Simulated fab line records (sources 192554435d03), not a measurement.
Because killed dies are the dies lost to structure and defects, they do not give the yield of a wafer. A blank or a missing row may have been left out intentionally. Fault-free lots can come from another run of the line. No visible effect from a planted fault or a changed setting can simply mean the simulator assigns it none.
Chamber matching    flow n5 finfet    N5_BEOL_M0_SAQP_SPACER2_ETCHBACK_27 on rie diel-06: 4 sister chambers
The step etches SiO2 in CHF3/O2, target depth 22.5 nm, time 11.25 s. 7 wafers are shown with their chamber, then 7 later ones without.

## WAFERS PAIRED WITH THEIR CHAMBERS
wafer   chamber  showerhead plenum p Torr (Torr)  rf vpp V (V)
L076.3  2        2.48                             541
L084.4  0        2.29                             513
L089.2  3        2.35                             500
L089.4  1        2.38                             517
L089.5  0        2.29                             515
L091.1  1        2.37                             517
L091.5  3        2.35                             498

## WAFERS MISSING THEIR CHAMBER
wafer   showerhead plenum p Torr (Torr)  rf vpp V (V)
L091.6  2.37                             517
L092.1  2.29                             514
L092.3  2.35                             498
L092.4  2.37                             517
L094.2  2.34                             498
L094.3  2.37                             517
L094.5  2.37                             517

## WHICH CHAMBER EACH ONE RAN IN
wafer   from the rows above  in truth
L091.6  1                    1
L092.1  0                    0
L092.3  3                    3
L092.4  1                    1
L094.2  3                    3
L094.3  1                    1
L094.5  1                    1
Correctly placed: 7 of 7. Left unplaced by these rows: 0. Placed wrongly: 0.
How it was worked out, from the rows above alone: a wafer's distance from a chamber is the root of the sum, over the readings, of the square of ((its reading less the chamber's mean) divided by the reading's scatter). If the next closest chamber is less than 2 further off than the closest, the wafer can't be placed; otherwise it belongs to the closest. A chamber's mean is the mean of its shown wafers. The scatter: take each reading less its chamber's mean, square it, sum over the shown wafers, divide by the number of wafers less the number of chambers, and take the root.
